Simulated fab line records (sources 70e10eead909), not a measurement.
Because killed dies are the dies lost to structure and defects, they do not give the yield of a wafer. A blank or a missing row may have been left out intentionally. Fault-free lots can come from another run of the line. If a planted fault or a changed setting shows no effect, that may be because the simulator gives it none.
Chamber matching | flow nandHarc | NHARC_A_M1_CMP_23 on cmp-03 has 4 sister chambers
The step polishes, t overpolish 20 s, target thk 154.34 nm. 4 wafers are shown with their chamber, then 7 later ones without.

EACH WAFER AND ITS CHAMBER
wafer  | chamber | motorCurrentA (A)
L975.3 | 0       | 13.5
L975.4 | 3       | 13.4
L976.1 | 1       | 12.3
L976.5 | 2       | 14.1

WAFERS WHOSE CHAMBER IS MISSING
wafer  | motorCurrentA (A)
L976.6 | 12.9
L977.1 | 13.0
L977.2 | 12.9
L977.3 | 12.7
L979.1 | 13.2
L979.2 | 13.8
L979.6 | 13.2

WHICH CHAMBER EACH ONE RAN IN
wafer  | from the rows above               | in truth
L976.6 | can't be placed: 3 or 0 or 1 or 2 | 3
L977.1 | can't be placed: 3 or 0 or 1 or 2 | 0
L977.2 | can't be placed: 3 or 0 or 1 or 2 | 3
L977.3 | can't be placed: 1 or 3 or 0      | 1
L979.1 | can't be placed: 3 or 0 or 1 or 2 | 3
L979.2 | can't be placed: 2 or 0 or 3      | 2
L979.6 | can't be placed: 3 or 0 or 1 or 2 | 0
Placed correctly: 0 of 7. Unplaceable from these rows: 7, with the true chamber sitting among the candidates in 7. Number placed wrongly: 0.
How it was worked out, from the rows above alone: a wafer's distance from a chamber is the root of the sum, over the readings, of the square of ((its reading less the chamber's mean) divided by the reading's scatter). If the next closest chamber is less than 2 further off than the closest, the wafer can't be placed; otherwise it belongs to the closest. The mean given for a chamber averages the wafers shown for that chamber. The scatter: with one shown wafer a chamber, the root of the mean of the squares of how far each hidden wafer lies from its nearest shown one.
